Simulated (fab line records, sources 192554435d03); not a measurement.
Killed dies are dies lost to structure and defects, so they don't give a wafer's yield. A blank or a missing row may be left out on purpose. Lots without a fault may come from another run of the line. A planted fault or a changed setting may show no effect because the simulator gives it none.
Chamber matching | flow n5_finfet | N5_BEOL_M3_DESCUM_33 on rie_diel-02: 4 sister chambers
The step chemistry O2, time 7 s. 16 wafers are shown with their chamber, then 8 later ones without.

WAFERS WITH THEIR CHAMBER
wafer  | chamber | showerhead_plenum_p_Torr (Torr) | throttle_valve_pct (%) | oes_product_au (a.u.)
L075.1 | 2       | 2.16                            | 20.56                  | 0.73
L075.3 | 3       | 2.11                            | 20.39                  | 0.84
L075.4 | 1       | 2.04                            | 20.83                  | 0.69
L076.1 | 2       | 2.16                            | 20.57                  | 0.73
L076.4 | 0       | 2.04                            | 20.31                  | 0.88
L076.6 | 1       | 2.04                            | 20.80                  | 0.70
L077.2 | 2       | 2.16                            | 20.58                  | 0.72
L077.5 | 1       | 2.04                            | 20.84                  | 0.70
L077.6 | 2       | 2.16                            | 20.57                  | 0.73
L080.2 | 0       | 2.03                            | 20.34                  | 0.87
L080.3 | 3       | 2.11                            | 20.39                  | 0.85
L080.4 | 2       | 2.16                            | 20.56                  | 0.71
L087.2 | 3       | 2.10                            | 20.42                  | 0.83
L087.4 | 2       | 2.15                            | 20.60                  | 0.71
L087.6 | 3       | 2.10                            | 20.42                  | 0.82
L094.1 | 1       | 2.03                            | 20.55                  | 0.96

SIGNATURES (means of the wafers above)
reading                  | chamber 0 | chamber 1 | chamber 2 | chamber 3 | scatter within a chamber
showerhead_plenum_p_Torr | 2.0350    | 2.0375    | 2.1583    | 2.1050    | 0.00507
throttle_valve_pct       | 20.3250   | 20.7550   | 20.5733   | 20.4050   | 0.0703
oes_product_au           | 0.8750    | 0.7625    | 0.7217    | 0.8350    | 0.0665
Rule: a wafer's distance from a chamber is the root of the sum, over the readings, of the square of ((its reading less the chamber's mean) divided by the reading's scatter). The wafer belongs to the nearest chamber; if the next one is less than 2 further off, it can't be placed. The scatter: the root of (the sum of the squares of (reading less its chamber's mean) over the shown wafers, divided by (wafers less chambers)).

WAFERS WITHOUT THEIR CHAMBER
wafer  | showerhead_plenum_p_Torr (Torr) | throttle_valve_pct (%) | oes_product_au (a.u.)
L094.2 | 2.02                            | 20.39                  | 0.83
L094.5 | 2.10                            | 20.44                  | 0.81
L093.3 | 2.10                            | 20.45                  | 0.81
L093.4 | 2.15                            | 20.62                  | 0.70
L093.5 | 2.03                            | 20.54                  | 0.96
L097.2 | 2.02                            | 20.38                  | 0.83
L097.3 | 2.09                            | 20.45                  | 0.80
L097.4 | 2.15                            | 20.64                  | 0.69

WHICH CHAMBER EACH WENT THROUGH
wafer  | from the rows above     | in truth
L094.2 | 0                       | 0
L094.5 | 3                       | 3
L093.3 | 3                       | 3
L093.4 | 2                       | 2
L093.5 | can't be placed: 0 or 1 | 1
L097.2 | 0                       | 0
L097.3 | 3                       | 3
L097.4 | 2                       | 2
Placed correctly: 7 of 8. Can't be placed from these rows: 1 (the true chamber is among the candidates in 1). Placed wrongly: 0.
